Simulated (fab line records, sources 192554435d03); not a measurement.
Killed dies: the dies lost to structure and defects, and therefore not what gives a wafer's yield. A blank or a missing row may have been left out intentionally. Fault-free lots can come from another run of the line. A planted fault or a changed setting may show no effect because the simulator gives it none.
Matching of chambers	flow n5Finfet	4 sister chambers for N5_GATE_CUT_CMP_02 on cmp-01
The step polishes, stops on SiO2, t overpolish 12.7 s, target thk 0 nm. 4 wafers are shown with their chamber, then 10 later ones without.

== EACH WAFER AND ITS CHAMBER ==
wafer	chamber	motorCurrentA (A)
L088.1	3	7.2
L089.4	2	8.4
L090.1	0	8.0
L090.3	1	10.8

== WAFERS MISSING THEIR CHAMBER ==
wafer	motorCurrentA (A)
L090.5	8.3
L091.1	8.4
L091.2	10.8
L091.4	9.2
L095.1	8.9
L095.2	7.5
L095.4	8.5
L097.2	9.0
L097.4	9.8
L097.5	7.8

== WHICH CHAMBER EACH WENT THROUGH ==
wafer	from the rows above	in truth
L090.5	can't be placed: 2 or 0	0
L091.1	can't be placed: 2 or 0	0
L091.2	1	1
L091.4	can't be placed: 2 or 0 or 1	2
L095.1	can't be placed: 2 or 0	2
L095.2	can't be placed: 3 or 0 or 2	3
L095.4	can't be placed: 2 or 0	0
L097.2	can't be placed: 2 or 0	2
L097.4	can't be placed: 1 or 2 or 0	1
L097.5	can't be placed: 0 or 3 or 2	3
Placed correctly: 1 of 10. Unplaceable from these rows: 9, with the true chamber sitting among the candidates in 9. Wrongly placed: 0.
How it was worked out, from the rows above alone: a wafer's distance from a chamber is the root of the sum, over the readings, of the square of ((its reading less the chamber's mean) divided by the reading's scatter). The wafer belongs to the nearest chamber; if the next one is less than 2 further off, it can't be placed. A chamber's mean is the mean of its shown wafers. The scatter: with one shown wafer a chamber, the root of the mean of the squares of how far each hidden wafer lies from its nearest shown one.
